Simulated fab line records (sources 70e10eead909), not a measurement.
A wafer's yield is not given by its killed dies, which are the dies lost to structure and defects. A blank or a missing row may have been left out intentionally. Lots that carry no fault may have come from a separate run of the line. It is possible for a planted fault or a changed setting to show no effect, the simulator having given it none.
fab line records ; flow nand_harc
[record] lots = 11; wafers = 33; last_day = 33
route steps=1302 shown A_CHANNEL_HOLE_D1@478 A_CHANNEL_FILL_D1@493 A_ONON_D2@549 END@1302
lots that met no fault: from a run of the same line without faults
start_h: hours from the record's opening day to when the first of the lot's shown wafers began ; wait_h: hours elapsed since this lot's preceding step ; " as in the row above ; L1.1+2: a row that stands for several wafers ; - either no value or no given start ; * or withheld: withheld ; < > ~ a bound
route shown NAME@n: NAME is a module with steps in the file, n the number in the route of the first one ; usual: average and standard deviation across the fault-free wafers ; same: alike in all rows ; chamber/n: place in a boat ; sites: the reading at each site ; _std_site: standard deviation of those values ; _edge_site: the outer-site mean with the inner-site mean subtracted ; radius_mm: how far each site lies from the wafer's centre ; mask NAME#n: copy n ; behind: tool/chamber where the wafer was last shaped ; hold: cause of the lot's hold/its duration in hours/its outcome ; device: transistor that didn't switch, given as n, p or np ; end of line: tests of these same wafers at the route's end ; step lacking rows: just its recipe ; killed: dies lost to structure and defects at the first sort, not the wafer's yield ; map: the dies of a wafer, with x for killed, . for not killed, _ for no die there
set.NAME: the setting as run; set.NAME@STEP: as run at that earlier step ; model.NAME: the simulator's own value behind a step, which no gauge read
one table for each step of the route and one row for each wafer, over a sample of lots
services: from which hour (start_h, from the record's first day; less than 0 if before it) a tool's chamber was out of use, for how many hours, and why
[[steps]]
[step NHARC_A_CHANNEL_HOLE_D1_ETCH_26]
[recipe] bias_v = 300; source_w = 2000; pressure_mtorr = 30; time_s = 224.1; ar_flow_sccm = 375; c4f8_flow_sccm = 11.4; o2_flow_sccm = 113.6; temp_c = -20; target_depth_a = 3000; chemistry = C4F8/O2/Ar
[usual] bias_v = 300/3.3; c4f8_flow_sccm = 11.40/0.032; drypump_motor_current_A = 5.27/0.19; o2_flow_sccm = 113.7/0.32; showerhead_plenum_p_Torr = 3.70/0.12; throttle_valve_pct = 24.584/0.0093
lot.wafer;tool;chamber;start_h;wait_h;bias_v;c4f8_flow_sccm;drypump_motor_current_A;o2_flow_sccm;rf_hours_counter_h;showerhead_plenum_p_Torr;throttle_valve_pct
L746.1;har_etch-01;1;205.24;0.7;297;11.36;5.11;113.1;103;3.72;24.589
L746.4;har_etch-01;1;205.24;0.7;299;11.38;5.11;113.2;-;3.72;24.588
L746.6;har_etch-01;1;205.24;0.7;305;11.37;5.13;113.4;-;3.72;24.574
L750.1;har_etch-01;0;247.96;0.7;296;11.39;5.21;114.4;122;3.77;24.602
L750.2;har_etch-01;1;247.96;0.7;303;11.45;5.10;114.0;122;3.71;24.591
L750.3;har_etch-01;0;247.96;0.7;301;11.38;5.22;114.5;-;3.77;24.576
L749.3;har_etch-02;0;249.44;0.5;307;11.37;5.63;113.7;-;3.79;24.592
L749.4;har_etch-02;1;249.44;0.5;301;11.38;5.24;113.6;-;3.45;24.592
L749.6;har_etch-02;0;249.44;0.5;308;11.41;5.64;113.2;-;3.79;24.593
L753.2;har_etch-02;1;276.65;0.7;300;11.38;5.23;113.7;352;3.44;24.584
L753.1;har_etch-02;0;276.65;0.7;304;11.39;5.62;113.9;352;3.78;24.593
L753.3;har_etch-02;0;276.65;0.7;300;11.36;5.63;113.7;-;3.78;24.581
L755.1;har_etch-01;0;293.69;0.7;301;11.40;5.24;113.9;152;3.75;24.574
L755.4;har_etch-01;0;293.69;0.7;304;11.36;5.25;113.2;-;3.75;24.579
L755.3;har_etch-01;1;293.69;0.7;299;11.40;5.10;114.2;-;3.70;24.586
L756.2;har_etch-01;0;300.27;0.7;300;11.37;5.24;113.8;156;3.75;24.588
L756.3;har_etch-01;0;300.27;0.7;299;11.42;5.22;114.1;-;3.75;24.576
L756.5;har_etch-01;1;300.27;0.7;298;11.39;5.11;113.4;-;3.69;24.600
L760.2;har_etch-02;1;351.73;0.7;299;11.45;5.23;114.2;393;3.42;24.585
L760.5;har_etch-02;1;351.73;0.7;300;11.47;5.23;113.8;-;3.42;24.595
L760.6;har_etch-02;0;351.73;0.7;303;11.40;5.67;114.1;-;3.76;24.571
L761.1;har_etch-01;1;353.74;0.7;300;11.40;5.11;113.7;187;3.68;24.579
L761.5;har_etch-01;1;353.74;0.7;302;11.41;5.09;113.5;-;3.68;24.578
L761.6;har_etch-01;0;353.74;0.7;300;11.33;5.24;113.5;-;3.73;24.583
L763.1;har_etch-01;1;376.63;0.7;293;11.35;5.11;113.9;199;3.67;24.578
L763.4;har_etch-01;1;376.63;0.7;297;11.38;5.11;113.6;-;3.67;24.583
L763.6;har_etch-01;1;376.63;0.7;298;11.37;5.10;113.9;-;3.67;24.586
L765.1;har_etch-02;1;402.42;0.7;297;11.41;5.26;113.2;4;3.99;24.582
L765.2;har_etch-02;0;402.42;0.7;291;11.42;5.66;114.1;4;3.75;24.567
L765.4;har_etch-02;1;402.42;0.7;298;11.41;5.24;113.0;-;3.99;24.601
L767.2;har_etch-02;1;412.32;0.7;303;11.38;5.25;113.5;11;3.98;24.593
L767.1;har_etch-02;0;412.32;0.7;300;11.45;5.64;113.7;11;3.74;24.578
L767.5;har_etch-02;0;412.32;0.7;301;11.39;5.64;113.3;-;3.74;24.593
[step NHARC_A_CHANNEL_FILL_D1_ALD_03]
[recipe] target_thk_a = 60; pulse_time_s = 60; ald_cycles = 58; temp_c = 630; pressure_torr = 2; material = SiNx
[usual] precursor_pulse_height_rel = 0.998/0.019
lot.wafer;tool;chamber;start_h;wait_h;precursor_pulse_height_rel
L746.1;ald_sin_batch-03;0;-;-;0.985
L746.4;ald_sin_batch-03;0;-;-;1.031
L746.6;ald_sin_batch-03;0;-;-;0.996
L749.3;ald_sin_batch-02;0;-;-;0.980
L749.4;ald_sin_batch-02;0;-;-;1.010
L749.6;ald_sin_batch-02;0;-;-;1.015
L750.1;ald_sin_batch-02;0;-;-;0.981
L750.2;ald_sin_batch-02;0;-;-;1.003
L750.3;ald_sin_batch-02;0;-;-;0.984
L753.1;ald_sin_batch-01;0;-;-;1.006
L753.2;ald_sin_batch-01;0;-;-;1.008
L753.3;ald_sin_batch-01;0;-;-;1.035
L755.1;ald_sin_batch-02;0;-;-;0.986
L755.3;ald_sin_batch-02;0;-;-;1.007
L755.4;ald_sin_batch-02;0;-;-;1.007
L756.2;ald_sin_batch-02;0;-;-;0.992
L756.3;ald_sin_batch-02;0;-;-;1.023
L756.5;ald_sin_batch-02;0;-;-;0.985
L760.2;ald_sin_batch-03;0;-;-;0.990
L760.5;ald_sin_batch-03;0;-;-;1.011
L760.6;ald_sin_batch-03;0;-;-;1.014
L761.1;ald_sin_batch-03;0;-;-;0.998
L761.5;ald_sin_batch-03;0;-;-;0.970
L761.6;ald_sin_batch-03;0;-;-;0.994
L763.1;ald_sin_batch-01;0;-;-;0.997
L763.4;ald_sin_batch-01;0;-;-;0.982
L763.6;ald_sin_batch-01;0;-;-;0.992
L765.1;ald_sin_batch-03;0;-;-;1.014
L765.2;ald_sin_batch-03;0;-;-;1.003
L765.4;ald_sin_batch-03;0;-;-;1.002
L767.1;ald_sin_batch-02;0;-;-;1.005
L767.2;ald_sin_batch-02;0;-;-;1.016
L767.5;ald_sin_batch-02;0;-;-;1.010
[step NHARC_A_CHANNEL_FILL_D1_STRIP_28]
[recipe] time_s = 20; o2_flow_sccm = 500; ar_flow_sccm = 0; bias_w = 0; chemistry = O2
[usual] drypump_motor_current_A = 5.4/0.34; o2_flow_sccm = 500.2/1.4; oes_product_au = 0.997/0.0083; rf_vpp_V = 57.8/0.9; showerhead_plenum_p_Torr = 3.51/0.16; throttle_valve_pct = 17.036/0.0095
[same] bias_w = 0
lot.wafer;tool;chamber;start_h;wait_h;drypump_motor_current_A;o2_flow_sccm;oes_product_au;rf_hours_counter_h;rf_vpp_V;showerhead_plenum_p_Torr;throttle_valve_pct
L746.4;rie_diel-04;2;233.05;0.1;5.8;498.1;1.001;2;56.5;3.31;17.036
L746.1;rie_diel-04;3;233.05;0.1;5.2;501.2;1.004;2;59.7;3.79;17.039
L746.6;rie_diel-04;2;233.05;0.1;5.8;502.0;1.002;-;57.3;3.31;17.042
L750.2;rie_diel-05;2;275.71;0.1;5.0;500.8;0.990;2;59.9;3.48;17.030
L750.1;rie_diel-05;3;275.71;0.1;5.4;501.8;1.002;2;58.3;3.68;17.027
L750.3;rie_diel-05;1;275.71;0.1;5.3;500.2;0.988;2;58.1;3.31;17.031
L749.3;rie_diel-04;1;275.71;0.1;5.6;498.7;1.009;4;57.6;3.33;17.039
L749.4;rie_diel-04;3;275.71;0.1;5.2;499.1;0.990;6;58.4;3.78;17.024
L749.6;rie_diel-04;1;275.71;0.1;5.6;502.3;1.010;-;58.0;3.33;17.047
L753.1;rie_diel-01;3;303.68;0.1;5.3;500.7;0.992;5;58.4;3.30;17.024
L753.2;rie_diel-01;0;303.68;0.1;5.0;501.2;0.999;5;58.3;3.63;17.038
L753.3;rie_diel-01;1;303.68;0.1;5.6;502.0;0.997;4;59.2;3.54;17.033
L755.1;rie_diel-04;3;323.27;0.1;5.2;500.0;1.003;8;58.5;3.78;17.043
L755.3;rie_diel-04;2;323.27;0.1;5.9;500.4;1.017;5;57.5;3.31;17.039
L755.4;rie_diel-04;3;323.27;0.1;5.2;501.2;0.994;-;57.7;3.78;17.034
L756.3;rie_diel-04;1;331.15;0.1;5.6;502.7;1.001;7;56.9;3.33;17.031
L756.2;rie_diel-04;2;331.15;0.1;5.8;497.8;0.998;6;57.7;3.31;17.041
L756.5;rie_diel-04;1;331.15;0.1;5.6;500.2;1.008;-;57.7;3.33;17.044
L760.2;rie_diel-05;0;378.76;0.1;5.9;498.4;1.006;10;57.9;3.50;17.052
L760.6;rie_diel-05;2;378.76;0.1;5.0;501.4;0.982;-;57.5;3.48;17.029
L760.5;rie_diel-05;3;378.76;0.1;5.5;499.2;1.005;-;56.6;3.68;17.031
L761.1;rie_diel-01;0;378.77;0.1;5.0;499.1;0.997;9;58.3;3.63;17.036
L761.6;rie_diel-01;1;378.77;0.1;5.7;502.1;1.006;-;57.9;3.53;17.039
L761.5;rie_diel-01;2;378.77;0.1;6.2;499.3;0.994;-;57.9;3.62;17.049
L763.4;rie_diel-04;3;403.97;0.1;5.2;502.8;0.992;2;58.5;3.78;17.068
L763.1;rie_diel-04;1;403.97;0.1;5.6;501.0;0.990;0;57.1;3.32;17.036
L763.6;rie_diel-04;3;403.97;0.1;5.2;502.3;0.987;-;57.4;3.78;17.037
L765.2;rie_diel-04;1;428.88;0.1;5.6;500.5;0.992;2;56.5;3.32;17.040
L765.1;rie_diel-04;2;428.88;0.1;5.9;498.9;0.994;4;56.9;3.31;17.039
L765.4;rie_diel-04;0;428.88;0.1;5.2;498.8;0.998;3;59.8;3.59;17.019
L767.1;rie_diel-01;0;441.31;0.1;5.0;500.3;0.996;2;57.0;3.63;17.034
L767.2;rie_diel-01;1;441.31;0.1;5.6;500.0;0.985;2;58.9;3.53;17.033
L767.5;rie_diel-01;0;441.31;0.1;5.0;498.1;0.988;-;59.4;3.63;17.045
[step NHARC_A_ONON_D2_DEP_06]
[recipe] target_thk_a = 10000; n2_flow_sccm = 2750; n2o_flow_sccm = 2000; nh3_flow_sccm = 500; sih4_flow_sccm = 210; temp_c = 400
[usual] sih4_flow_sccm = 210.0/0.68
lot.wafer;tool;chamber;start_h;wait_h;sih4_flow_sccm
L746.1;pecvd_onon-01;0;298.25;0.1;208.9
L746.4;pecvd_onon-01;0;298.25;0.1;208.6
L746.6;pecvd_onon-01;0;298.25;0.1;209.6
L750.1;pecvd_onon-04;0;341.57;0.1;211.1
L750.2;pecvd_onon-04;0;341.57;0.1;211.3
L750.3;pecvd_onon-04;0;341.57;0.1;210.5
L749.3;pecvd_onon-02;0;341.70;0.2;209.8
L749.4;pecvd_onon-02;0;341.70;0.2;209.8
L749.6;pecvd_onon-02;0;341.70;0.2;210.0
L753.1;pecvd_onon-04;0;367.42;0.1;209.9
L753.2;pecvd_onon-04;0;367.42;0.1;210.0
L753.3;pecvd_onon-04;0;367.42;0.1;209.8
L755.1;pecvd_onon-04;0;382.54;0.1;210.7
L755.3;pecvd_onon-04;0;382.54;0.1;209.4
L755.4;pecvd_onon-04;0;382.54;0.1;210.0
L756.2;pecvd_onon-02;0;396.79;0.1;210.2
L756.3;pecvd_onon-02;0;396.79;0.1;209.7
L756.5;pecvd_onon-02;0;396.79;0.1;209.6
L760.2;pecvd_onon-01;0;442.34;0.1;211.1
L760.5;pecvd_onon-01;0;442.34;0.1;211.1
L760.6;pecvd_onon-01;0;442.34;0.1;211.1
L761.1;pecvd_onon-04;0;442.49;0.1;209.9
L761.5;pecvd_onon-04;0;442.49;0.1;210.7
L761.6;pecvd_onon-04;0;442.49;0.1;208.7
L763.1;pecvd_onon-04;0;465.97;0.1;209.6
L763.4;pecvd_onon-04;0;465.97;0.1;209.7
L763.6;pecvd_onon-04;0;465.97;0.1;209.5
L765.1;pecvd_onon-04;0;488.88;0.1;209.9
L765.2;pecvd_onon-04;0;488.88;0.1;209.1
L765.4;pecvd_onon-04;0;488.88;0.1;209.8
L767.1;pecvd_onon-02;0;499.16;0.1;210.5
L767.2;pecvd_onon-02;0;499.16;0.1;210.5
L767.5;pecvd_onon-02;0;499.16;0.1;210.6
[step NHARC_A_ONON_D2_THK_MEAS_08]
[recipe] thk_meas_gauge = ellipsometry
[usual] thk_nm = 1003/10
lot.wafer;tool;chamber;start_h;wait_h;thk_nm
L746.1;film_metro-01;-;298.76;-;1007
L746.4;film_metro-01;-;298.76;-;1009
L746.6;film_metro-01;-;298.76;-;1009
L750.1;film_metro-02;-;342.08;-;1007
L750.2;film_metro-02;-;342.08;-;1008
L750.3;film_metro-02;-;342.08;-;1006
L749.3;film_metro-02;-;342.10;-;1012
L749.4;film_metro-02;-;342.10;-;1012
L749.6;film_metro-02;-;342.10;-;1011
L753.1;film_metro-01;-;367.93;-;1669
L753.2;film_metro-01;-;367.93;-;1669
L753.3;film_metro-01;-;367.93;-;1670
L755.1;film_metro-01;-;383.04;-;1660
L755.3;film_metro-01;-;383.04;-;1662
L755.4;film_metro-01;-;383.04;-;1659
L756.2;film_metro-01;-;397.24;-;1007
L756.3;film_metro-01;-;397.24;-;1005
L756.5;film_metro-01;-;397.24;-;1006
L760.2;film_metro-01;-;442.79;-;999
L760.5;film_metro-01;-;442.79;-;998
L760.6;film_metro-01;-;442.79;-;996
L761.1;film_metro-01;-;443.00;-;1012
L761.5;film_metro-01;-;443.00;-;1012
L761.6;film_metro-01;-;443.00;-;1012
L763.1;film_metro-01;-;466.49;-;979
L763.4;film_metro-01;-;466.49;-;979
L763.6;film_metro-01;-;466.49;-;980
L765.1;film_metro-01;-;489.39;-;1014
L765.2;film_metro-01;-;489.39;-;1016
L765.4;film_metro-01;-;489.39;-;1014
L767.1;film_metro-02;-;499.67;-;1002
L767.2;film_metro-02;-;499.67;-;1002
L767.5;film_metro-02;-;499.67;-;1002
[step NHARC_END_SORT_01]
[recipe] temp_c = 25
[usual] killed_at_array = 46/16; killed_at_other = 0.9/1.3; killed_at_periphery = 4.1/3; killed_dies = 51/17; killed_open = 3.5/1.8; killed_short = 2.5/1.8
[same] gross_dies = 677
lot.wafer;tool;chamber;start_h;wait_h;killed_at_array;killed_at_other;killed_at_periphery;killed_dies;killed_open;killed_short
L753.1;prober-01;0;658.71;2.5;677;0;0;677;7;2
L753.2;prober-01;0;659.52;2.8;670;1;6;677;0;6
L753.3;prober-01;0;660.34;3.1;675;0;2;677;5;2
L755.1;prober-02;0;668.12;2.5;677;0;0;677;5;0
L755.3;prober-02;0;669.70;3.1;675;0;2;677;4;4
L755.4;prober-02;0;670.50;3.4;675;1;1;677;8;1
// killed by level:class
L753.1 A_ONON_D2:area_dep=616 A_SLIT:chamber_film_flake=25 A_CHANNEL_HOLE_D1:chamber_film_flake=19 A_CHANNEL_HOLE_D2:chamber_film_flake=5 A_CONTACT:chamber_film_flake=2 A_CHANNEL_HOLE_D1:geometric_particle:short=1 A_CHANNEL_HOLE_D1:geometric_particle:open=1 A_DECK1_JOINT:geometric_particle:short=1
L753.2 A_ONON_D2:area_dep=595 A_SLIT:chamber_film_flake=28 A_CHANNEL_HOLE_D1:chamber_film_flake=28 A_CHANNEL_HOLE_D2:chamber_film_flake=10 P_GATE:chamber_film_flake=2 P_M2:chamber_film_flake=2 A_CHANNEL_FILL_D2:chamber_film_flake=2 A_CONTACT:chamber_film_flake=2
L753.3 A_ONON_D2:area_dep=619 A_CHANNEL_HOLE_D1:chamber_film_flake=21 A_SLIT:chamber_film_flake=21 A_CHANNEL_HOLE_D2:chamber_film_flake=4 A_CONTACT:chamber_film_flake=3 P_M0:geometric_particle:open=1 A_ONON_D1:geometric_particle:open=1 A_CHANNEL_FILL_D1:geometric_particle:short=1
L755.1 A_ONON_D2:area_dep=640 A_CHANNEL_HOLE_D2:chamber_film_flake=22 A_CHANNEL_HOLE_D1:chamber_film_flake=4 A_M0:geometric_particle:open=2 A_CONTACT:chamber_film_flake=2 A_M1:chamber_film_flake=2 A_CHANNEL_FILL_D1:geometric_particle:open=1 A_CHANNEL_FILL_D2:geometric_particle:open=1
L755.3 A_ONON_D2:area_dep=633 A_CHANNEL_HOLE_D2:chamber_film_flake=18 A_M1:chamber_film_flake=6 A_CONTACT:chamber_film_flake=5 A_CHANNEL_HOLE_D1:chamber_film_flake=3 A_SLIT:chamber_film_flake=3 A_ONON_D2:geometric_particle:short=2 P_GATE:geometric_particle:open=1
L755.4 A_ONON_D2:area_dep=638 A_CHANNEL_HOLE_D2:chamber_film_flake=14 A_CHANNEL_HOLE_D1:chamber_film_flake=6 A_CONTACT:chamber_film_flake=3 A_M1:chamber_film_flake=3 A_BLC:geometric_particle:open=2 A_DECK1_JOINT:chamber_film_flake=2 P_GATE:geometric_particle:open=1
[[services]]
tool;chamber;start_h;hours;kind
pecvd_onon-02;-;185.00;13.0;pm
rie_diel-05;1;191.70;11.5;repair
rie_diel-01;-;203.80;9.0;pm
rie_diel-05;-;229.60;9.0;pm
rie_diel-04;2;235.87;5.6;repair
rie_diel-04;1;236.76;4.6;repair
rie_diel-01;0;247.16;2.2;repair
ald_sin_batch-02;-;266.00;26.0;pm
pecvd_onon-01;-;269.33;13.0;pm
rie_diel-01;2;274.21;32.6;repair
rie_diel-05;1;279.08;90.3;repair
rie_diel-01;0;287.67;1.6;repair
rie_diel-04;2;298.19;2.4;repair
pecvd_onon-04;-;311.29;13.0;pm
rie_diel-04;0;312.23;18.8;repair
rie_diel-04;-;354.90;9.0;pm
pecvd_onon-02;-;366.00;13.0;pm
rie_diel-04;1;371.15;31.6;repair
rie_diel-01;-;380.80;9.0;pm
har_etch-02;-;381.63;17.0;pm
rie_diel-04;-;399.13;1.2;repair
rie_diel-05;-;406.60;9.0;pm
rie_diel-01;-;422.73;1.2;repair
pecvd_onon-04;-;492.29;13.0;pm
[[key]]
[first_sign] step = NHARC_A_ONON_D2_THK_MEAS_08; reading = thk_nm; direction = up; sigmas = 66; usual = 1003; struck = 1665
[effect] step = NHARC_END_SORT_01; reading = killed_at_array; direction = up; sigmas = 38; usual = 46; struck = 675
[more_kills_born_at] NHARC_A_ONON_D2_DEP_06@pecvd_onon-04 = 3741
met_at NHARC_A_ONON_D2_DEP_06
struck_lots L753,L755
later_rows_left_out L753.1,L753.2,L753.3,L755.1,L755.3,L755.4
tester_left_out L753,L755
not_acting_at NHARC_A_CHANNEL_HOLE_D1_ETCH_26,NHARC_A_CHANNEL_FILL_D1_ALD_03,NHARC_A_CHANNEL_FILL_D1_STRIP_28
onset_between 341.57 367.42
[fault] kind = process_parameter_drift; tool = pecvd_onon-04; chamber = -; onset_h = 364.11; steps = NHARC_A_ONON_D2_DEP_06; channel = target_thk_a; offset = *; shape = step; end_h = 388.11; acts_in = *; stated = *
// tester_left_out: of these lots the tester's yield and bins aren't shown, on N5 and GAA mostly nor the transistor test; their killed dies are dies lost to structure and defects alone, not to doping, threshold or leakage, so they don't give the yield
// later_rows_left_out: the simulator's readings of these wafers behind a module that went badly wrong aren't trusted and aren't shown, but for the sort
